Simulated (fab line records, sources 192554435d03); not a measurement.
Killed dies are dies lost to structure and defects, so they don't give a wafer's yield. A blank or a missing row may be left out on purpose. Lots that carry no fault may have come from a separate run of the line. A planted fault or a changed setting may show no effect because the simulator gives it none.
Split-lot experiment | flow n5-finfet | on a route of 1938 steps: 7 lots, 21 wafers read

== ON THE SPLIT ==
At N5_SD_EPI_N_COAT_33 (time 60 s, resist thk 35 nm), the setting spin-rpm was moved away from the recipe's 1500 rpm on 8 of the 21 wafers read, by -3.0% to +9.8%. This setting was run at the recipe's value on the other wafers.

== FROM THE SPLIT TO THE READING: what the file shows between them, 3 steps ==
- N5_SD_EPI_N_COAT_03: resist thk 150 nm
- N5_SD_EPI_N_EBR_05
- N5_SD_EPI_N_DESCUM_14: chemistry O2, time 7.9 s

== THE READING ==
CAR-ArF-block_of_SD_EPI_N_COAT_03.thk-nm (the simulator's own value, which no gauge read), in nm, at N5_SD_EPI_N_ETCH_34 (etches SiARC in CF4, target depth 45.5 nm, time 75.8 s). The file does not state a usual value for it. Across the 13 wafers here that went through the recipe, the average is 111.3 nm and the standard deviation 0.39 nm.

wafer  | tool, chamber at the split | spin-rpm as run, rpm | against the recipe | CAR-ArF-block_of_SD_EPI_N_COAT_03.thk-nm, nm | against lot-mates on the recipe
L075.3 | litho-track-03, 0          | 1560                 | +4.0%              | 112.2                                        | +0.8
L075.4 | litho-track-03, 0          | 1500                 | recipe             | 111.4                                        | -
L075.5 | litho-track-03, 0          | 1560                 | +4.0%              | 112.2                                        | +0.8
L080.2 | litho-track-05, 0          | 1455                 | -3.0%              | 110.6                                        | +0.0
L080.4 | litho-track-05, 0          | 1455                 | -3.0%              | 110.2                                        | -0.4
L080.5 | litho-track-05, 0          | 1500                 | recipe             | 110.6                                        | -
L082.1 | litho-track-02, 0          | 1647                 | +9.8%              | 112.8                                        | +1.4
L082.3 | litho-track-02, 0          | 1500                 | recipe             | 111.4                                        | -
L082.4 | litho-track-02, 0          | 1647                 | +9.8%              | 112.8                                        | +1.4
L086.4 | litho-track-03, 0          | 1554                 | +3.6%              | 112.6                                        | +1.0
L086.5 | litho-track-03, 0          | 1500                 | recipe             | 111.6                                        | -
L086.6 | litho-track-03, 0          | 1500                 | recipe             | 111.6                                        | -
L092.2 | litho-track-05, 0          | 1500                 | recipe             | 111.2                                        | -
L092.5 | litho-track-05, 0          | 1500                 | recipe             | 111.2                                        | -
L092.4 | litho-track-05, 0          | 1500                 | recipe             | 111.4                                        | -
L096.3 | litho-track-02, 0          | 1500                 | recipe             | 110.6                                        | -
L096.4 | litho-track-02, 0          | 1500                 | recipe             | 110.8                                        | -
L096.5 | litho-track-02, 0          | 1500                 | recipe             | 111.2                                        | -
L097.1 | litho-track-03, 0          | 1500                 | recipe             | 111.4                                        | -
L097.3 | litho-track-03, 0          | 1500                 | recipe             | 112                                          | -
L097.5 | litho-track-03, 0          | 1597                 | +6.5%              | 112.6                                        | +0.9

FIT RESULTS
A straight line over all 21 wafers: CAR-ArF-block_of_SD_EPI_N_COAT_03.thk-nm changes by +0.19 nm for each +1% of spin-rpm; r = +0.87; the points scatter about the line by 0.39 nm.
The same after taking each lot's own level away (the mean of its wafers on the recipe; 21 wafers): +0.143 nm for each +1%; r = +0.93; scatter 0.21 nm.
That fit puts the effect of the largest move of spin-rpm on the reading at 1.4 nm.
Measured against the standard deviation above, the lots' own levels, which go from 110.60 to 111.70 nm, span 2.8 times it.
Thus the slope moves with the lot-to-lot level: the two fits are different.
Check: with one of the wafers moved furthest among these (+9.8%) left out of the fit, the line predicts +1.5 nm for it against its lot-mates. Against them it came out at +1.4 nm.

== ADDITIONAL SPLITS CARRIED BY THESE WAFERS ==
Before the reading, these wafers also passed through other splits. Each is held against what the fit with the lots' levels taken away leaves over:
other split on the same wafers        | wafers away from the commonest value | r with CAR-ArF-block_of_SD_EPI_N_COAT_03.thk-nm (lot level and that fit taken away)
N5_WELL_APT_EXPOSE_05 dose-mj         | 9                                    | -0.11
N5_WELL_APT_DEVELOP_07 develop-time-s | 6                                    | -0.24
N5_FIN_SAQP_HM_DEP_03 time-s          | 12                                   | +0.16
N5_FIN_SAQP_PECVD_06 time-s           | 4                                    | +0.42
N5_FIN_CUT_EXPOSE_05 dose-mj          | 5                                    | +0.01
N5_SD_EPI_N_COAT_32 temp-c            | 10                                   | -0.31

== THE WHOLE CHAIN: every reading that the file lists as answering this split, in the file's order ==
step                | what it does                                           | reading                                                                                   | change (the file's fit)               | r (the file's)
N5_SD_EPI_N_COAT_33 | time 60 s, resist thk 35 nm                            | SiARC_of_SD_EPI_N_COAT_33.thk-nm (the simulator's own value, which no gauge read)         | -0.17 nm for each +1% of the setting  | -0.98
N5_SD_EPI_N_ETCH_34 | etches SiARC in CF4, target depth 45.5 nm, time 75.8 s | etch.depth-nm (the simulator's own value, which no gauge read)                            | -0.17 nm for each +1% of the setting  | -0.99
N5_SD_EPI_N_ETCH_34 | etches SiARC in CF4, target depth 45.5 nm, time 75.8 s | CAR-ArF-block_of_SD_EPI_N_COAT_03.thk-nm (the simulator's own value, which no gauge read) | +0.153 nm for each +1% of the setting | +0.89

== FILE'S OWN FIT ==
CAR-ArF-block_of_SD_EPI_N_COAT_03.thk-nm changes by +0.153 nm for each +1% of spin-rpm, r = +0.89.
